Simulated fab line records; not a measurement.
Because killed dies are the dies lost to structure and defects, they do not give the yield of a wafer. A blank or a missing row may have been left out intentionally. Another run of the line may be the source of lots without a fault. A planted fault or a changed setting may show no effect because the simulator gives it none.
fab line records	flow n5_finfet
[record] lots = 10	wafers = 29	last_day = 17
route steps=1938 shown GATE_CUT@506 MOL_CONTACT_COAG@527 BEOL_M4@1111 PASSIVATION@1936
lots with no fault: from the same line, run without faults
start_h: start of the lot's first displayed wafer, in hours after the record's first day	wait_h: how many hours have passed since the lot's step before this one	" same as the row above	L1.1+2: a single row standing in for several wafers	- no value, or no start given	* or withheld: withheld	< > ~ a bound
route shown NAME@n: a module of which the file shows steps, and the number in the route of the first	usual: the fault-free wafers' mean and standard deviation	same: alike in all rows	chamber/n: place in a boat	sites: per-site readings	_std_site: their standard deviation	_edge_site: outer sites' mean less inner sites'	radius_mm: for every site, how far away it sits from the centre of the wafer	mask NAME#n: copy n	behind: the most recent tool/chamber to have shaped the wafer	hold: why the lot went on hold/how many hours it stayed there/how the hold came to an end	device: names the non-switching transistor (n, p or np)	end of line: the same wafers' tests at the end of the route	a step without rows: its recipe alone	killed: not the wafer's yield, but the dies lost to structure and defects at the first sort	map: a wafer's dies, marking killed ones x, the rest . and places with no die _
set.NAME: the setting as run; set.NAME@STEP: as run at that earlier step	model.NAME: the simulator's own value behind a step, which no gauge read
route steps across a sampled set of lots; one table per step, one row per wafer
services: the hour from which a tool's chamber was out of use, counted from the record's first day as start_h (under 0 if before that day), plus the number of hours and why
[[steps]]
[step N5_GATE_CUT_VAPOR_ETCH_51]
[recipe] chemistry = BCl3/Cl2	target = HfO2	mode = isotropic
[usual] drypump_motor_current_A = 5.7/0.35	oes_product_au = 0.86/0.089
lot.wafer	tool	chamber	start_h	wait_h	drypump_motor_current_A	oes_product_au
L791.1	rie_metal-02	1	91.08	0.0	5.6	0.81
L791.5	"	1	"	"	5.6	0.81
L796.4	rie_metal-01	0	127.01	0.0	6.3	0.91
L796.5	"	1	"	"	5.6	0.95
L796.6	"	0	"	"	6.2	0.91
L797.1	rie_metal-02	0	127.67	0.0	5.4	0.90
L797.2	"	1	"	"	5.6	0.79
L797.5	"	0	"	"	5.4	0.89
L802.2	rie_metal-01	0	156.23	0.0	6.2	0.90
L802.5	"	1	"	"	5.6	0.91
L802.6	"	0	"	"	6.2	0.89
L803.1	rie_metal-03	0	162.91	0.0	5.2	0.58
L803.4	"	0	"	"	5.2	0.58
L803.5	"	1	"	"	5.5	0.91
L806.3	rie_metal-01	1	179.13	0.0	5.6	0.89
L806.5	"	1	"	"	5.6	0.89
L806.6	"	0	"	"	6.2	0.88
L807.1	rie_metal-02	0	185.50	0.1	5.4	0.87
L807.2	"	0	"	"	5.4	0.88
L807.6	"	0	"	"	5.4	0.87
L811.1	rie_metal-01	0	209.04	0.0	6.2	0.87
L811.4	"	1	"	"	5.6	0.88
L811.5	"	1	"	"	5.6	0.89
L812.1	rie_metal-02	1	216.93	0.1	5.6	0.78
L812.2	"	1	"	"	5.6	0.78
L812.3	"	1	"	"	5.6	0.78
L813.1	rie_metal-03	0	224.22	0.0	5.2	0.92
L813.2	"	1	"	"	5.5	0.89
L813.6	"	0	"	"	5.2	0.93
[step N5_GATE_CUT_THK_MEAS_24]
[recipe] reads = SiO2_of_GATE_CUT_HM_DEP_46+SiO2_flowable_of_ILD0_FCVD_FILL_01
[usual] GC_FILL_THK = 219.4/2.2
lot.wafer	tool	chamber	start_h	wait_h	GC_FILL_THK[nm]
L791.1	film_metro-02	-	93.08	-	217.6
L791.5	"	-	"	"	217.5
L796.4	film_metro-02	-	129.04	-	222.4
L796.5	"	-	"	"	218.6
L796.6	"	-	"	"	220.9
L797.1	film_metro-01	-	129.66	-	220.1
L797.2	"	-	"	"	218.4
L797.5	"	-	"	"	222.9
L802.2	film_metro-02	-	158.47	-	218.5
L802.5	"	-	"	"	219.3
L802.6	"	-	"	"	217.6
L803.1	film_metro-02	-	164.91	-	217.4
L803.4	"	-	"	"	221.1
L803.5	"	-	"	"	221.6
L806.3	film_metro-02	-	181.11	-	214.8
L806.5	"	-	"	"	219.3
L806.6	"	-	"	"	221.8
L807.1	film_metro-01	-	187.53	-	219.0
L807.2	"	-	"	"	216.2
L807.6	"	-	"	"	222.5
L811.1	film_metro-02	-	211.04	-	220.5
L811.4	"	-	"	"	223.3
L811.5	"	-	"	"	220.1
L812.1	film_metro-01	-	218.94	-	221.5
L812.2	"	-	"	"	217.6
L812.3	"	-	"	"	220.5
L813.1	film_metro-01	-	226.21	-	221.3
L813.2	"	-	"	"	219.0
L813.6	"	-	"	"	222.3
[step N5_MOL_CONTACT_COAG_OVL_MEAS_09]
[recipe] points_per_wafer = 522
[usual] CA_OVL = 0.5/0.63
lot.wafer	tool	chamber	start_h	wait_h	CA_OVL[nm]
L791.1	overlay-02	0	94.15	0.0	-0.3
L791.5	"	0	"	"	-0.5
L796.4	overlay-02	0	130.14	0.0	0.4
L796.5	"	0	"	"	0.0
L796.6	"	0	"	"	0.3
L797.1	overlay-01	0	130.73	0.0	0.7
L797.2	"	0	"	"	-0.4
L797.5	"	0	"	"	0.1
L802.2	overlay-02	0	159.55	0.0	0.9
L802.5	"	0	"	"	1.7
L802.6	"	0	"	"	1.9
L803.1	overlay-01	0	166.11	0.0	2.1
L803.4	"	0	"	"	1.3
L803.5	"	0	"	"	1.3
L806.3	overlay-01	0	182.31	0.0	0.2
L806.5	"	0	"	"	0.8
L806.6	"	0	"	"	0.5
L807.1	overlay-01	0	188.60	0.0	0.7
L807.2	"	0	"	"	0.2
L807.6	"	0	"	"	0.4
L811.1	overlay-02	0	212.10	0.0	1.5
L811.4	"	0	"	"	0.0
L811.5	"	0	"	"	0.4
L812.1	overlay-02	0	220.14	0.0	0.3
L812.2	"	0	"	"	0.2
L812.3	"	0	"	"	0.4
L813.1	overlay-01	0	227.41	0.0	1.0
L813.2	"	0	"	"	0.7
L813.6	"	0	"	"	0.5
[step N5_MOL_CONTACT_COAG_ETCH_59]
[recipe] chemistry = N2/H2	target = underlayer	target_depth_a = 130	mask_material = CAR-EUV	time_s = 10.4	ion_energy_ev = 200	pressure_mtorr = 30	source_w = 840	bias_w = 150	n2_flow_sccm = 200	h2_flow_sccm = 200	ends = cleared
[usual] drypump_motor_current_A = 5.7/0.33	etch_rf_on_time_s = 10.3/0.39	oes_product_au = 0.68/0.068	rf_vpp_V = 524.4/2.1	showerhead_plenum_p_Torr = 2.56/0.071	throttle_valve_pct = 17.79/0.24
lot.wafer	tool	chamber	start_h	wait_h	drypump_motor_current_A	etch_rf_on_time_s	oes_product_au	rf_hours_counter_h	rf_vpp_V	showerhead_plenum_p_Torr	throttle_valve_pct
L791.1	rie_diel-04	2	94.28	0.0	5.5	9.8	0.64	166	527.8	2.65	17.61
L791.5	"	2	"	"	5.5	9.8	0.63	-	528.0	2.65	17.63
L796.4	rie_diel-01	1	130.25	0.0	5.6	10.6	0.63	179	527.0	2.65	18.36
L796.5	"	3	"	"	5.5	10.4	0.74	-	525.7	2.58	17.92
L796.6	"	2	"	"	5.9	10.7	0.58	-	520.4	2.41	18.29
L797.1	rie_diel-01	0	130.86	0.0	5.1	10.0	0.79	18	526.7	2.64	17.90
L797.2	"	3	"	"	5.5	7.8	0.88	46	524.4	2.58	17.94
L797.5	"	3	"	"	5.5	10.6	0.74	-	523.7	2.58	17.92
L802.2	rie_diel-01	0	159.74	0.0	5.1	7.5	0.91	28	525.9	2.63	17.95
L802.5	"	2	"	"	5.9	11.0	0.57	-	519.6	2.41	18.31
L802.6	"	1	"	"	5.6	8.1	0.73	-	526.2	2.65	18.40
L803.1	rie_diel-06	3	166.24	0.0	6.1	10.6	0.70	94	525.7	2.56	17.61
L803.4	"	3	"	"	6.1	10.6	0.70	-	525.0	2.56	17.62
L803.5	"	1	"	"	5.9	10.2	0.58	-	527.6	2.60	18.02
L806.3	rie_diel-04	0	182.47	0.0	6.2	10.1	0.74	43	525.5	2.60	17.67
L806.5	"	1	"	"	5.4	10.8	0.58	-	522.4	2.51	17.65
L806.6	"	2	"	"	5.5	9.9	0.62	-	525.9	2.64	17.68
L807.1	rie_diel-04	3	188.95	0.0	6.2	10.4	0.68	83	520.3	2.45	17.55
L807.2	"	2	"	"	5.5	9.8	0.62	199	525.3	2.64	17.68
L807.6	"	3	"	"	6.2	10.4	0.68	-	521.7	2.45	17.55
L811.1	rie_diel-01	0	212.23	0.0	5.1	9.9	0.75	45	525.3	2.63	17.94
L811.4	"	1	"	"	5.6	10.5	0.61	-	527.3	2.64	18.40
L811.5	"	3	"	"	5.5	10.5	0.69	-	524.0	2.57	17.99
L812.1	rie_diel-06	3	220.26	0.0	6.0	10.4	0.69	118	523.3	2.55	17.66
L812.2	"	0	"	"	5.6	10.7	0.68	67	522.4	2.50	17.75
L812.3	"	2	"	"	5.7	9.7	0.71	103	523.6	2.54	17.90
L813.1	rie_diel-04	1	227.59	0.0	5.4	10.9	0.58	227	524.5	2.50	17.64
L813.2	"	2	"	"	5.5	9.9	0.60	211	528.2	2.63	17.71
L813.6	"	3	"	"	6.1	10.5	0.67	-	521.8	2.44	17.58
[step N5_BEOL_M4_RC_MEAS_101]
[usual] DIBL_N = 36.0/2.2	DIBL_P = 35.9/2.6	IOFF_N = 0.16/0.038	IOFF_P = 0.21/0.042	ION_N = 675/15	ION_P = 463/10	SS_N = 71.5/0.62	SS_P = 73.2/0.76	VT_N = 250/4.1	VT_P = -251/3.6
lot.wafer	tool	chamber	start_h	wait_h	DIBL_N[mV/V]	DIBL_P[mV/V]	IOFF_N[nA/um]	IOFF_P[nA/um]	ION_N[uA/um]	ION_P[uA/um]	SS_N[mV/dec]	SS_P[mV/dec]	VT_N[mV]	VT_P[mV]
L791.1	prober-01	0	168.74	0.0	37.3	37.3	0.17	0.21	674	461	71.5	73.2	251	-254
L791.5	"	0	"	"	35.4	35.0	0.14	0.19	667	454	71.6	72.4	251	-253
L796.4	prober-01	0	211.21	0.5	43.9	43.5	0.29	0.34	693	471	72.5	75.3	245	-245
L796.5	"	0	"	"	41.1	40.2	0.22	0.26	687	469	72.6	74.2	243	-247
L796.6	"	0	"	"	37.2	35.3	0.14	0.19	684	467	71.3	73.0	252	-255
L797.1	prober-01	0	214.28	0.0	36.5	35.6	0.15	0.20	672	462	71.5	73.3	249	-249
L797.2	"	0	"	"	34.2	34.0	0.13	0.19	682	473	70.9	72.4	253	-250
L797.5	"	0	"	"	35.0	34.3	0.13	0.19	673	465	70.7	72.6	251	-249
L802.2	prober-01	0	247.44	0.2	35.2	36.6	0.15	0.20	673	460	71.2	72.6	249	-249
L802.5	"	0	"	"	34.9	34.8	0.14	0.18	681	466	71.4	72.5	250	-250
L802.6	"	0	"	"	35.5	36.6	0.15	0.20	666	456	71.6	73.4	246	-254
L803.1	prober-02	0	253.67	0.0	35.7	35.0	0.15	0.19	671	464	70.9	72.2	248	-250
L803.4	"	0	"	"	32.8	31.4	0.11	0.15	670	458	70.7	72.1	253	-254
L803.5	"	0	"	"	36.7	34.6	0.16	0.19	669	457	71.8	72.8	249	-250
L806.3	prober-01	0	262.40	0.3	36.0	37.5	0.18	0.24	687	470	71.2	73.3	246	-246
L806.5	"	0	"	"	37.0	38.6	0.19	0.25	691	475	71.3	73.8	246	-247
L806.6	"	0	"	"	34.2	34.9	0.15	0.19	694	480	71.1	72.6	249	-250
L807.1	prober-02	0	266.93	0.0	37.0	38.5	0.17	0.24	661	456	72.0	73.5	246	-249
L807.2	"	0	"	"	37.4	38.1	0.20	0.23	697	478	71.2	73.8	243	-251
L807.6	"	0	"	"	36.6	36.9	0.17	0.22	686	464	70.7	72.4	248	-250
L811.1	prober-02	0	290.17	0.0	35.9	36.9	0.17	0.28	684	476	71.5	74.2	249	-243
L811.4	"	0	"	"	32.9	32.5	0.12	0.19	663	462	70.3	72.6	255	-249
L811.5	"	0	"	"	33.8	31.9	0.12	0.18	656	454	70.8	72.2	252	-251
L812.1	prober-01	0	306.25	0.0	37.4	40.0	0.21	0.26	678	458	71.8	74.5	242	-250
L812.2	"	0	"	"	33.0	33.5	0.14	0.17	679	467	71.5	72.5	249	-254
L812.3	"	0	"	"	37.6	40.5	0.22	0.25	692	470	72.9	74.6	244	-249
L813.1	prober-02	0	306.35	0.0	36.0	37.0	0.18	0.25	684	464	71.0	73.4	245	-248
L813.2	"	0	"	"	35.7	36.7	0.18	0.25	693	475	71.2	73.6	244	-245
L813.6	"	0	"	"	35.6	37.8	0.19	0.28	700	491	71.5	74.2	245	-245
[step N5_PASSIVATION_PROBE_49]
[usual] defect_limited_yield = 91.4/1.6	killed_at_M0_to_M3 = 35/10	killed_at_M4_up = 12/4.7	killed_at_contacts = 12/5.8	killed_at_front_end = 38/12	killed_at_other = 4/3.2	killed_dies = 102/18	killed_open = 68/14	killed_short = 32/8	sort_bin_4_leakage = 0.00/0.043	sort_bin_5_function = 5.1/0.96	sort_bin_6_memory = 3.2/0.77	sort_n_pass = 1078/20	sort_yield_pct = 91.3/1.7
[same] gross_dies = 1180	killed_at_back_side = 0	sort_bin_8_speed[%] = 0
lot.wafer	tool	chamber	start_h	wait_h	defect_limited_yield[%]	killed_at_M0_to_M3	killed_at_M4_up	killed_at_contacts	killed_at_front_end	killed_at_other	killed_dies	killed_open	killed_short	sort_bin_4_leakage[%]	sort_bin_5_function[%]	sort_bin_6_memory[%]	sort_n_pass	sort_yield_pct[%]
L791.1	prober-02	-	275.55	0.0	93.6	31	10	7	24	4	76	45	30	0	3.8	2.4	1104	93.6
L791.5	prober-02	-	275.75	0.2	90.9	31	23	10	36	7	107	78	21	0	4.5	3.7	1073	90.9
L797.1	prober-01	-	327.58	0.0	91.6	43	15	12	26	3	99	70	29	0	4.8	3.2	1081	91.6
L797.2	prober-01	-	327.63	0.1	91.4	51	10	8	28	5	102	65	31	0	4.8	3.1	1078	91.4
L797.5	prober-01	-	327.78	0.2	93.1	37	15	5	20	5	82	63	19	0	4.3	2.5	1098	93.1
L802.2	prober-02	-	358.40	0.1	90.9	56	15	9	21	6	107	70	34	0	5.0	3.4	1073	90.9
L803.1	prober-01	-	359.75	0.5	92.1	29	14	12	36	2	93	69	24	0	4.9	2.4	1087	92.1
L806.3	prober-02	-	370.36	0.1	90.5	29	16	12	54	1	112	74	38	0	6.1	2.9	1068	90.5
L806.5	prober-02	-	370.46	0.2	90.6	41	10	11	45	4	111	71	40	0	5.4	3.9	1069	90.6
L806.6	prober-02	-	370.51	0.3	90.3	34	10	18	52	0	114	77	37	0	5.5	4.2	1066	90.3
L807.1	prober-01	-	373.94	0.0	89.0	53	1	4	69	3	130	89	41	0	5.8	4.9	1050	89.0
L807.2	prober-01	-	373.99	0.1	91.2	33	7	12	47	5	104	81	23	0	5.1	3.5	1076	91.2
L807.6	prober-01	-	374.19	0.3	89.9	40	14	12	51	2	119	84	35	0	5.7	4.2	1061	89.9
L811.1	prober-02	-	390.75	0.4	91.0	41	14	17	33	1	106	72	33	0	5.3	3.1	1074	91.0
L811.4	prober-02	-	390.90	0.5	89.3	46	9	22	40	9	126	74	52	0	5.9	4.2	1054	89.3
L811.5	prober-02	-	390.95	0.6	89.7	58	11	13	37	3	122	75	45	0	5.8	4.1	1058	89.7
L813.1	prober-02	-	403.77	0.0	90.1	39	14	19	42	3	117	85	31	0	6.0	3.7	1063	90.1
L813.2	prober-02	-	403.82	0.1	90.8	31	5	17	54	1	108	71	35	0	5.1	3.7	1072	90.8
L813.6	prober-02	-	404.02	0.3	91.1	31	15	12	44	3	105	66	39	0	6.2	2.5	1075	91.1
// killed by level:class
L791.1 BEOL_M2:geometric_particle:open=8 BEOL_M0_SAQP:geometric_particle:short=7 BEOL_M3:geometric_particle:open=5 MOL_CONTACT_COAG:geometric_particle:open=4 GATE_CUT:geometric_particle:short=4 STI_FIN_REVEAL:geometric_particle:open=3 BEOL_M0_SAQP:geometric_particle:open=3 MOL_CONTACT_COAG:geometric_particle:short=3
L791.5 MOL_CONTACT_COAG:geometric_particle:open=10 BEOL_M1:geometric_particle:open=10 BEOL_M4:geometric_particle:open=9 GATE_CUT:geometric_particle:open=7 BEOL_M2:geometric_particle:open=7 HKMG_FIN:area_etch=7 FIN_SAQP:geometric_particle:open=6 FIN_SAQP:geometric_particle:short=5
L797.1 BEOL_M0_SAQP:geometric_particle:open=14 BEOL_M3:geometric_particle:open=14 STI_FIN_REVEAL:geometric_particle:open=8 MOL_CONTACT_COAG:geometric_particle:open=8 BEOL_M0_SAQP:geometric_particle:short=7 GATE_CUT:geometric_particle:short=5 BEOL_M4:geometric_particle:open=5 MOL_CONTACT_COAG:geometric_particle:short=4
L797.2 BEOL_M0_SAQP:geometric_particle:open=12 BEOL_M3:geometric_particle:open=11 BEOL_M0_SAQP:geometric_particle:short=10 MOL_CONTACT_COAG:geometric_particle:open=8 BEOL_M2:geometric_particle:open=8 BEOL_M1:geometric_particle:open=7 HKMG_FIN:area_etch=6 FIN_SAQP:geometric_particle:short=5
L797.5 BEOL_M3:geometric_particle:open=13 BEOL_M4:geometric_particle:open=11 BEOL_M0_SAQP:geometric_particle:open=10 BEOL_M1:geometric_particle:open=7 DUMMY_GATE:geometric_particle:open=4 MOL_CONTACT_COAG:geometric_particle:open=4 FIN_SAQP:geometric_particle:short=3 STI_FIN_REVEAL:geometric_particle:open=3
L802.2 BEOL_M2:geometric_particle:open=16 MOL_CONTACT_COAG:geometric_particle:open=8 BEOL_M3:geometric_particle:short=8 BEOL_M0_SAQP:geometric_particle:open=7 BEOL_M3:geometric_particle:open=7 BEOL_M4:geometric_particle:open=7 STI_FIN_REVEAL:geometric_particle:open=6 BEOL_M0_SAQP:geometric_particle:short=6
L803.1 BEOL_M0_SAQP:geometric_particle:open=10 GATE_CUT:geometric_particle:open=9 MOL_CONTACT_COAG:geometric_particle:open=9 FIN_SAQP:geometric_particle:open=7 BEOL_M0_SAQP:geometric_particle:short=6 BEOL_M2:geometric_particle:open=6 DUMMY_GATE:geometric_particle:open=5 BEOL_M4:geometric_particle:open=5
L806.3 FIN_SAQP:geometric_particle:open=15 FIN_SAQP:geometric_particle:short=11 BEOL_M3:geometric_particle:open=11 MOL_CONTACT_COAG:geometric_particle:open=10 BEOL_M4:geometric_particle:open=7 GATE_CUT:geometric_particle:open=6 STARTING-WAFER:geometric_particle:short=6 BEOL_M0_SAQP:geometric_particle:open=5
L806.5 BEOL_M3:geometric_particle:open=19 FIN_SAQP:geometric_particle:open=16 FIN_SAQP:geometric_particle:short=10 BEOL_M0_SAQP:geometric_particle:short=10 MOL_CONTACT_COAG:geometric_particle:open=9 DUMMY_GATE:geometric_particle:open=6 BEOL_M1:geometric_particle:short=4 BEOL_M5:geometric_particle:open=3
L806.6 FIN_SAQP:geometric_particle:open=17 MOL_CONTACT_COAG:geometric_particle:open=15 BEOL_M0_SAQP:geometric_particle:short=14 STI_FIN_REVEAL:geometric_particle:open=12 BEOL_M0_SAQP:geometric_particle:open=8 BEOL_M4:geometric_particle:open=6 FIN_SAQP:geometric_particle:short=4 GATE_CUT:geometric_particle:short=4
L807.1 STI_FIN_REVEAL:geometric_particle:open=22 FIN_SAQP:geometric_particle:open=21 BEOL_M0_SAQP:geometric_particle:short=10 BEOL_M3:geometric_particle:open=10 BEOL_M1:geometric_particle:open=9 BEOL_M0_SAQP:geometric_particle:open=8 FIN_SAQP:geometric_particle:short=7 STARTING-WAFER:geometric_particle:open=7
L807.2 FIN_SAQP:geometric_particle:open=22 BEOL_M0_SAQP:geometric_particle:open=11 MOL_CONTACT_COAG:geometric_particle:open=9 FIN_SAQP:geometric_particle:short=9 BEOL_M2:geometric_particle:open=6 BEOL_M0_SAQP:geometric_particle:short=5 BEOL_M1:geometric_particle:open=5 BEOL_M3:geometric_particle:open=5
L807.6 FIN_SAQP:geometric_particle:open=16 STI_FIN_REVEAL:geometric_particle:open=11 MOL_CONTACT_COAG:geometric_particle:open=11 BEOL_M3:geometric_particle:open=6 BEOL_M1:geometric_particle:open=6 BEOL_M0:geometric_particle:open=5 BEOL_M2:geometric_particle:open=5 BEOL_M4:geometric_particle:open=4
L811.1 MOL_CONTACT_COAG:geometric_particle:open=14 BEOL_M0_SAQP:geometric_particle:short=13 FIN_SAQP:geometric_particle:open=10 BEOL_M3:geometric_particle:open=7 GATE_CUT:geometric_particle:short=6 BEOL_M0_SAQP:geometric_particle:open=6 BEOL_M2:geometric_particle:open=6 FIN_SAQP:geometric_particle:short=5
L811.4 MOL_CONTACT_COAG:geometric_particle:open=17 BEOL_M3:geometric_particle:open=12 GATE_CUT:geometric_particle:short=11 FIN_SAQP:geometric_particle:short=10 BEOL_M0_SAQP:geometric_particle:short=9 BEOL_M0_SAQP:geometric_particle:open=7 BEOL_M1:geometric_particle:open=6 MOL_CONTACT_COAG:geometric_particle:short=5
L811.5 FIN_SAQP:geometric_particle:short=11 BEOL_M0_SAQP:geometric_particle:open=11 BEOL_M0_SAQP:geometric_particle:short=10 BEOL_M1:geometric_particle:open=9 BEOL_M2:geometric_particle:open=9 MOL_CONTACT_COAG:geometric_particle:open=8 GATE_CUT:geometric_particle:short=6 BEOL_M3:geometric_particle:open=6
L813.1 MOL_CONTACT_COAG:geometric_particle:open=17 FIN_SAQP:geometric_particle:open=15 BEOL_M0_SAQP:geometric_particle:open=12 FIN_SAQP:geometric_particle:short=11 BEOL_M2:geometric_particle:open=9 BEOL_M0_SAQP:geometric_particle:short=7 BEOL_M3:geometric_particle:open=7 BEOL_M4:geometric_particle:open=6
L813.2 FIN_SAQP:geometric_particle:short=17 FIN_SAQP:geometric_particle:open=14 MOL_CONTACT_COAG:geometric_particle:open=14 BEOL_M0_SAQP:geometric_particle:open=12 BEOL_M0_SAQP:geometric_particle:short=8 DUMMY_GATE:geometric_particle:open=6 BEOL_M2:geometric_particle:open=5 GATE_CUT:geometric_particle:open=4
L813.6 BEOL_M0_SAQP:geometric_particle:open=11 BEOL_M0_SAQP:geometric_particle:short=11 FIN_SAQP:geometric_particle:open=10 STI_FIN_REVEAL:geometric_particle:open=10 MOL_CONTACT_COAG:geometric_particle:open=8 FIN_SAQP:geometric_particle:short=7 STARTING-WAFER:geometric_particle:short=5 MOL_CONTACT_COAG:geometric_particle:short=4
[[services]]
tool	chamber	start_h	hours	kind
rie_diel-06	3	73.33	7.0	repair
rie_metal-03	-	86.34	0.3	repair
rie_metal-01	1	91.99	-	clean
rie_metal-01	1	91.99	14.5	scheduled_down
rie_metal-01	1	91.99	14.5	vent_cycle
rie_diel-04	0	102.22	2.3	repair
rie_metal-03	-	114.79	1.0	repair
rie_metal-01	-	128.24	0.1	repair
rie_metal-03	-	138.89	0.6	repair
rie_metal-02	-	153.54	15.6	pm
rie_diel-06	0	155.65	13.1	repair
rie_diel-01	1	173.91	5.0	repair
rie_metal-03	0	180.33	-	clean
rie_metal-03	0	180.33	12.5	scheduled_down
rie_metal-03	0	180.33	12.5	vent_cycle
rie_metal-02	1	182.90	7.5	repair
rie_diel-06	1	187.11	16.2	repair
rie_diel-01	2	201.16	-	clean
rie_diel-01	2	201.16	-	consumable_replace:focus_ring
rie_diel-01	2	201.16	-	consumable_replace:showerhead
rie_diel-01	2	201.16	13.0	scheduled_down
rie_diel-01	2	201.16	13.0	vent_cycle
rie_diel-04	1	204.77	9.1	repair
rie_metal-02	0	216.12	14.3	repair
[[key]]
[first_sign] step = N5_MOL_CONTACT_COAG_ETCH_59	reading = etch_rf_on_time_s	direction = down	sigmas = 6.4	usual = *	struck = *
[effect] step = N5_MOL_CONTACT_COAG_ETCH_59	reading = oes_product_au	direction = up	sigmas = 2.4	usual = 0.68	struck = 0.84	wafers_moved = 2
met_at N5_MOL_CONTACT_COAG_ETCH_59
struck_lots L797,L802
struck_wafers L797.2,L802.2,L802.6
not_acting_at N5_GATE_CUT_VAPOR_ETCH_51,N5_GATE_CUT_THK_MEAS_24,N5_MOL_CONTACT_COAG_OVL_MEAS_09
onset_between 130.25 130.86
[fault] kind = process_parameter_drift	tool = rie_diel-01	chamber = -	onset_h = 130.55	steps = N5_MOL_CONTACT_COAG_ETCH_59	channel = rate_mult	offset = 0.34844	shape = step	end_h = 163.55	scope = struck_wafers_only
